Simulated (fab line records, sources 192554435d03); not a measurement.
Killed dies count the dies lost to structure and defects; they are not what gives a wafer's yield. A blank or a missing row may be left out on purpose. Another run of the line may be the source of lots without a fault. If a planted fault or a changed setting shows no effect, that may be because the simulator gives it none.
Which tool did it? | flow n5-finfet | 24 lots with 72 wafers sampled at 6 steps, on a route of 1938 steps

== WHAT THE GAUGES SHOWED, per wafer ==
N5_BEOL_M14_CD_MEAS_28 targets a cd of 284.4 nm. Usual: 284.0 nm for cd-nm, sd 1.6.
lot  | measured     | on        | cd-nm (nm)        | flag
L074 | day 10 09:02 | cd-sem-01 | 282.3 280.3 284.6 |
L075 | day 11 04:55 | cd-sem-03 | 285.6 283.9 285.5 |
L077 | day 11 06:40 | cd-sem-01 | 285.8 284.4 284.1 |
L076 | day 11 10:03 | cd-sem-03 | 282.9 281.8 286.3 |
L078 | day 11 20:41 | cd-sem-01 | 286.4 285.1 285.7 |
L080 | day 12 09:50 | cd-sem-03 | 287.9 285.3 285.0 |
L079 | day 12 09:56 | cd-sem-01 | 282.6 284.5 284.3 |
L081 | day 12 10:38 | cd-sem-01 | 285.2 283.6 283.5 |
L082 | day 13 00:59 | cd-sem-01 | 287.3 286.7 286.9 |
L083 | day 13 09:14 | cd-sem-01 | 284.0 283.7 283.0 |
L084 | day 13 16:13 | cd-sem-03 | 282.8 281.3 281.7 |
L085 | day 13 17:44 | cd-sem-02 | 283.9 282.7 281.5 |
L086 | day 14 11:52 | cd-sem-03 | 283.2 286.5 285.2 |
L087 | day 14 12:49 | cd-sem-01 | 284.3 286.7 284.6 |
L088 | day 14 17:40 | cd-sem-01 | 283.0 283.6 284.9 |
L089 | day 14 23:44 | cd-sem-03 | 283.3 284.5 282.3 |
L090 | day 15 00:49 | cd-sem-02 | 285.9 287.0 285.1 |
L092 | day 15 15:12 | cd-sem-02 | 282.4 280.3 285.3 |
L094 | day 15 17:04 | cd-sem-02 | 282.3 283.2 284.5 |
L093 | day 15 19:14 | cd-sem-03 | 281.7 282.0 283.4 |
L091 | day 16 03:46 | cd-sem-03 | 284.5 284.6 285.1 |
L095 | day 16 14:30 | cd-sem-03 | 285.3 285.8 284.6 |
L096 | day 17 04:04 | cd-sem-02 | 285.0 282.1 286.9 |
L097 | day 17 04:05 | cd-sem-01 | 283.1 283.1 283.6 |

N5_MIM_TOP_LITHO_CD_MEAS_08 targets a cd of 2000 nm. Usual: 2000.3 nm for cd-nm, sd 2.1.
lot  | measured     | on        | cd-nm (nm)           | flag
L074 | day 10 22:10 | cd-sem-03 | 2000.6 2000.9 1998.1 |
L075 | day 11 20:52 | cd-sem-03 | 2001.0 2000.9 2002.6 |
L077 | day 11 21:07 | cd-sem-03 | 2002.5 2002.3 2001.5 |
L076 | day 12 02:05 | cd-sem-02 | 1998.6 1998.6 2001.0 |
L078 | day 12 12:32 | cd-sem-01 | 1999.6 2000.1 1996.6 |
L080 | day 13 13:49 | cd-sem-01 | 1999.0 2002.3 1999.7 |
L079 | day 13 09:32 | cd-sem-02 | 2001.6 1997.0 1997.8 |
L081 | day 13 12:44 | cd-sem-02 | 1998.5 2001.9 1998.3 |
L082 | day 13 17:43 | cd-sem-02 | 2002.5 2002.5 2000.7 |
L083 | day 14 01:26 | cd-sem-03 | 1999.7 2001.1 2002.7 |
L084 | day 14 05:11 | cd-sem-01 | 2000.3 1997.7 1999.3 |
L085 | day 14 12:02 | cd-sem-01 | 2004.2 2003.5 2000.7 |
L086 | day 15 01:42 | cd-sem-01 | 2000.4 1999.5 2003.2 |
L087 | day 15 05:20 | cd-sem-01 | 2000.8 1998.1 1999.3 |
L088 | day 15 05:41 | cd-sem-02 | 1997.7 2001.5 1998.9 |
L089 | day 15 13:58 | cd-sem-03 | 1999.7 2000.6 1999.6 |
L090 | day 15 16:52 | cd-sem-02 | 2002.0 1999.6 2000.1 |
L092 | day 16 07:43 | cd-sem-02 | 1996.9 1997.2 1999.1 |
L094 | day 16 08:39 | cd-sem-02 | 2003.5 2002.8 2001.0 |
L093 | day 16 08:47 | cd-sem-01 | 1998.2 2001.8 1997.5 |
L091 | day 16 16:34 | cd-sem-02 | 2002.0 2000.2 2000.7 |
L095 | day 17 04:38 | cd-sem-02 | 2003.1 2004.0 2003.2 |
L096 | day 17 20:14 | cd-sem-01 | 1995.8 1998.5 1997.1 |
L097 | day 17 20:29 | cd-sem-01 | 2002.6 2002.6 2003.5 |

== WHAT TOOL EACH LOT RAN ON (gives the tool, then ch and the chambers of the sampled wafers, and finally the start) ==
lot  | N5_BEOL_M14_VIA_ETCH_16            | N5_BEOL_M15_PRE_CLEAN_42     | N5_BEOL_M15_ANNEAL_48            | N5_MIM_BOT_DEGAS_01
L074 | rie-diel-06 ch 0,1,3, day 10 08:20 | pvd-sputter-01, day 10 16:37 | rtp-anneal-02 ch 0, day 10 17:19 | pvd-sputter-03, day 10 20:18
L075 | rie-diel-01 ch 2,3, day 11 04:14   | pvd-sputter-02, day 11 14:50 | rtp-anneal-01 ch 0, day 11 15:26 | pvd-sputter-03, day 11 18:52
L077 | rie-diel-01 ch 1,3, day 11 06:00   | pvd-sputter-02, day 11 15:40 | rtp-anneal-02 ch 0, day 11 16:16 | pvd-sputter-03, day 11 19:16
L076 | rie-diel-06 ch 1,2,3, day 11 09:23 | pvd-sputter-03, day 11 19:44 | rtp-anneal-01 ch 0, day 11 20:18 | pvd-sputter-01, day 12 00:04
L078 | rie-diel-06 ch 1,2,3, day 11 19:53 | pvd-sputter-01, day 12 06:34 | rtp-anneal-01 ch 0, day 12 07:59 | pvd-sputter-01, day 12 09:47
L080 | rie-diel-01 ch 0,2,3, day 12 09:02 | pvd-sputter-01, day 13 07:52 | rtp-anneal-02 ch 0, day 13 08:26 | pvd-sputter-03, day 13 11:58
L079 | rie-diel-06 ch 0,1,3, day 12 09:10 | pvd-sputter-03, day 13 05:58 | rtp-anneal-02 ch 0, day 13 06:36 | pvd-sputter-03, day 13 08:25
L081 | rie-diel-06 ch 1,2, day 12 09:50   | pvd-sputter-01, day 13 07:32 | rtp-anneal-02 ch 0, day 13 08:09 | pvd-sputter-03, day 13 09:54
L082 | rie-diel-02 ch 0,3, day 13 00:18   | pvd-sputter-03, day 13 12:32 | rtp-anneal-02 ch 0, day 13 13:06 | pvd-sputter-02, day 13 16:34
L083 | rie-diel-02 ch 1,3, day 13 08:33   | pvd-sputter-02, day 13 20:04 | rtp-anneal-01 ch 0, day 13 20:38 | pvd-sputter-03, day 13 22:43
L084 | rie-diel-02 ch 0,3, day 13 15:25   | pvd-sputter-02, day 13 22:23 | rtp-anneal-02 ch 0, day 13 23:13 | pvd-sputter-01, day 14 01:50
L085 | rie-diel-02 ch 0,3, day 13 16:56   | pvd-sputter-01, day 14 05:39 | rtp-anneal-01 ch 0, day 14 06:20 | pvd-sputter-03, day 14 08:48
L086 | rie-diel-01 ch 0,2,3, day 14 11:04 | pvd-sputter-02, day 14 20:26 | rtp-anneal-01 ch 0, day 14 21:02 | pvd-sputter-01, day 15 00:27
L087 | rie-diel-01 ch 0,2,3, day 14 12:08 | pvd-sputter-01, day 15 01:31 | rtp-anneal-02 ch 0, day 15 02:10 | pvd-sputter-02, day 15 04:19
L088 | rie-diel-02 ch 1,3, day 14 16:52   | pvd-sputter-03, day 15 01:57 | rtp-anneal-02 ch 0, day 15 02:38 | pvd-sputter-02, day 15 04:38
L089 | rie-diel-01 ch 1,2,3, day 14 22:56 | pvd-sputter-02, day 15 08:48 | rtp-anneal-01 ch 0, day 15 09:29 | pvd-sputter-03, day 15 11:47
L090 | rie-diel-02 ch 0,1, day 15 00:05   | pvd-sputter-01, day 15 11:13 | rtp-anneal-01 ch 0, day 15 11:55 | pvd-sputter-02, day 15 14:03
L092 | rie-diel-06 ch 0,1, day 15 14:25   | pvd-sputter-03, day 16 01:02 | rtp-anneal-02 ch 0, day 16 03:01 | pvd-sputter-03, day 16 05:19
L094 | rie-diel-06 ch 1,2, day 15 16:16   | pvd-sputter-03, day 16 04:53 | rtp-anneal-01 ch 0, day 16 05:26 | pvd-sputter-02, day 16 07:35
L093 | rie-diel-06 ch 0,2, day 15 18:33   | pvd-sputter-01, day 16 04:55 | rtp-anneal-02 ch 0, day 16 05:45 | pvd-sputter-03, day 16 07:44
L091 | rie-diel-02 ch 0,2, day 16 03:05   | pvd-sputter-01, day 16 11:40 | rtp-anneal-02 ch 0, day 16 12:14 | pvd-sputter-03, day 16 14:42
L095 | rie-diel-02 ch 0,2,3, day 16 13:42 | pvd-sputter-01, day 17 00:20 | rtp-anneal-01 ch 0, day 17 01:37 | pvd-sputter-03, day 17 03:29
L096 | rie-diel-06 ch 0,2, day 17 03:16   | pvd-sputter-01, day 17 12:36 | rtp-anneal-01 ch 0, day 17 13:11 | pvd-sputter-02, day 17 16:40
L097 | rie-diel-01 ch 0,2,3, day 17 03:23 | pvd-sputter-01, day 17 13:10 | rtp-anneal-01 ch 0, day 17 13:43 | pvd-sputter-03, day 17 16:47
- N5_BEOL_M14_VIA_ETCH_16: etches SiO2 in C4F8/O2/Ar, target depth 1231.3 nm.
- N5_BEOL_M15_PRE_CLEAN_42: time 30 s.
- N5_BEOL_M15_ANNEAL_48: time 90 s.
- N5_MIM_BOT_DEGAS_01: time 60 s.

== WHAT THE TOOLS THEMSELVES READ (means of the sampled wafers that have a number; where no wafer has one, the mark that the record gives instead) ==
N5_BEOL_M14_VIA_ETCH_16. Usual: O2_flow_sccm 12.00 sccm, standard deviation 0.04; drypump-motor-current-A 5.7 A, standard deviation 0.55; mfc-ar-sccm 399.9 sccm, standard deviation 1.2; oes-product-au 0.73 a.u., standard deviation 0.052; rf-vpp-V 2223 V, standard deviation 18; showerhead-plenum-p-Torr 3.45 Torr, standard deviation 0.13; throttle-valve-pct 30.80 %, standard deviation 0.14.
lot  | tool        | O2_flow_sccm (sccm) | drypump-motor-current-A (A) | mfc-ar-sccm (sccm) | oes-product-au (a.u.) | rf-vpp-V (V) | showerhead-plenum-p-Torr (Torr) | throttle-valve-pct (%) | flag
L074 | rie-diel-06 | 12.00               | 5.7                         | 401.3              | 0.75                  | 2246         | 3.51                            | 30.85                  |
L075 | rie-diel-01 | 11.99               | 6.2                         | 400.1              | 0.77                  | 2210         | 3.35                            | 30.66                  |
L077 | rie-diel-01 | 11.97               | 5.4                         | 399.5              | 0.64                  | 2220         | 3.37                            | 30.81                  |
L076 | rie-diel-06 | 12.00               | 5.7                         | 400.1              | 0.73                  | 2244         | 3.50                            | 30.89                  |
L078 | rie-diel-06 | 12.03               | 5.8                         | 400.2              | 0.73                  | 2244         | 3.50                            | 30.90                  |
L080 | rie-diel-01 | 11.97               | 6.1                         | 399.5              | 0.80                  | 2219         | 3.45                            | 30.77                  |
L079 | rie-diel-06 | 11.99               | 5.7                         | 400.0              | 0.73                  | 2245         | 3.50                            | 30.87                  |
L081 | rie-diel-06 | 12.05               | 6.2                         | 399.0              | 0.72                  | 2228         | 3.40                            | 30.92                  |
L082 | rie-diel-02 | 11.94               | 5.5                         | 398.8              | 0.71                  | 2207         | 3.43                            | 30.73                  |
L083 | rie-diel-02 | 12.01               | 5.0                         | 399.4              | 0.70                  | 2213         | 3.35                            | 30.73                  |
L084 | rie-diel-02 | 11.96               | 5.4                         | 400.0              | 0.71                  | 2206         | 3.42                            | 30.74                  |
L085 | rie-diel-02 | 12.02               | 5.5                         | 400.1              | 0.72                  | 2208         | 3.42                            | 30.76                  |
L086 | rie-diel-01 | 12.00               | 6.1                         | 399.3              | 0.76                  | 2218         | 3.44                            | 30.76                  |
L087 | rie-diel-01 | 12.01               | 6.1                         | 398.9              | 0.76                  | 2217         | 3.44                            | 30.78                  |
L088 | rie-diel-02 | 12.02               | 5.0                         | 401.0              | 0.69                  | 2212         | 3.34                            | 30.75                  |
L089 | rie-diel-01 | 11.99               | 5.8                         | 399.9              | 0.77                  | 2214         | 3.34                            | 30.75                  |
L090 | rie-diel-02 | 12.00               | 5.7                         | 399.4              | 0.70                  | 2204         | 3.46                            | 30.65                  |
L092 | rie-diel-06 | 11.96               | 5.8                         | 401.3              | 0.71                  | 2236         | 3.50                            | 30.91                  |
L094 | rie-diel-06 | 11.98               | 6.3                         | 398.6              | 0.69                  | 2227         | 3.39                            | 30.93                  |
L093 | rie-diel-06 | 11.98               | 5.3                         | 400.0              | 0.73                  | 2243         | 3.60                            | 30.98                  |
L091 | rie-diel-02 | 12.05               | 5.8                         | 400.4              | 0.70                  | 2195         | 3.54                            | 30.75                  |
L095 | rie-diel-02 | 12.01               | 5.4                         | 400.0              | 0.68                  | 2203         | 3.45                            | 30.78                  |
L096 | rie-diel-06 | 11.99               | 5.3                         | 399.8              | 0.72                  | 2242         | 3.60                            | 30.99                  |
L097 | rie-diel-01 | 12.01               | 6.0                         | 398.9              | 0.74                  | 2217         | 3.43                            | 30.79                  |

N5_BEOL_M15_PRE_CLEAN_42. Usual: 457 W for heater-power-w, sd 42.
lot  | tool           | heater-power-w (W) | flag
L074 | pvd-sputter-01 | 492                |
L075 | pvd-sputter-02 | 462                |
L077 | pvd-sputter-02 | 467                |
L076 | pvd-sputter-03 | 453                |
L078 | pvd-sputter-01 | 493                |
L080 | pvd-sputter-01 | 492                |
L079 | pvd-sputter-03 | 432                |
L081 | pvd-sputter-01 | 463                |
L082 | pvd-sputter-03 | 431                |
L083 | pvd-sputter-02 | 465                |
L084 | pvd-sputter-02 | 450                |
L085 | pvd-sputter-01 | 466                |
L086 | pvd-sputter-02 | 459                |
L087 | pvd-sputter-01 | 447                |
L088 | pvd-sputter-03 | 465                |
L089 | pvd-sputter-02 | 448                |
L090 | pvd-sputter-01 | 448                |
L092 | pvd-sputter-03 | 419                |
L094 | pvd-sputter-03 | 457                |
L093 | pvd-sputter-01 | 461                |
L091 | pvd-sputter-01 | 453                |
L095 | pvd-sputter-01 | 461                |
L096 | pvd-sputter-01 | 467                |
L097 | pvd-sputter-01 | 496                |

N5_BEOL_M15_ANNEAL_48. Usual: 225.73 for wafer_temp_C_max, sd 0.24.
lot  | tool          | wafer_temp_C_max | flag
L074 | rtp-anneal-02 | 225.99           |
L075 | rtp-anneal-01 | 225.44           |
L077 | rtp-anneal-02 | 225.66           |
L076 | rtp-anneal-01 | 225.58           |
L078 | rtp-anneal-01 | 225.72           |
L080 | rtp-anneal-02 | 225.89           |
L079 | rtp-anneal-02 | 226.05           |
L081 | rtp-anneal-02 | 225.59           |
L082 | rtp-anneal-02 | 225.64           |
L083 | rtp-anneal-01 | 225.79           |
L084 | rtp-anneal-02 | 225.83           |
L085 | rtp-anneal-01 | 225.62           |
L086 | rtp-anneal-01 | 225.91           |
L087 | rtp-anneal-02 | 225.95           |
L088 | rtp-anneal-02 | 225.71           |
L089 | rtp-anneal-01 | 225.59           |
L090 | rtp-anneal-01 | 225.79           |
L092 | rtp-anneal-02 | 225.64           |
L094 | rtp-anneal-01 | 225.77           |
L093 | rtp-anneal-02 | 225.99           |
L091 | rtp-anneal-02 | 225.78           |
L095 | rtp-anneal-01 | 225.77           |
L096 | rtp-anneal-01 | 225.75           |
L097 | rtp-anneal-01 | 225.34           |

N5_MIM_BOT_DEGAS_01. Usual: 445 W for heater-power-w, sd 46.
lot  | tool           | heater-power-w (W) | flag
L074 | pvd-sputter-03 | 406                |
L075 | pvd-sputter-03 | 457                |
L077 | pvd-sputter-03 | 424                |
L076 | pvd-sputter-01 | 455                |
L078 | pvd-sputter-01 | 455                |
L080 | pvd-sputter-03 | 449                |
L079 | pvd-sputter-03 | 434                |
L081 | pvd-sputter-03 | 461                |
L082 | pvd-sputter-02 | 467                |
L083 | pvd-sputter-03 | 471                |
L084 | pvd-sputter-01 | 454                |
L085 | pvd-sputter-03 | 405                |
L086 | pvd-sputter-01 | 416                |
L087 | pvd-sputter-02 | 469                |
L088 | pvd-sputter-02 | 461                |
L089 | pvd-sputter-03 | 435                |
L090 | pvd-sputter-02 | 458                |
L092 | pvd-sputter-03 | 422                |
L094 | pvd-sputter-02 | 485                |
L093 | pvd-sputter-03 | 440                |
L091 | pvd-sputter-03 | 423                |
L095 | pvd-sputter-03 | 398                |
L096 | pvd-sputter-02 | 485                |
L097 | pvd-sputter-03 | 474                |

== THE ANSWER, worked out from the rows above alone ==
Rule: lot off if the mean of its wafers having a number is beyond 3 standard deviations from the usual mean. Also off: a lot with no number at a reading for which 4 or more lots have one. Where the step has rows for the other lots, those lots are counted as sound. First the gauges in route order, then the tools' own readings, where a lot's mean is used as printed above. The first step at which some lot is off is used, and at that step the reading that is off furthest; a lot without a number counts as furthest.
No lot is off at any reading shown: from this, nothing can be told.

== WHAT THE SIMULATOR HAD PUT IN ==
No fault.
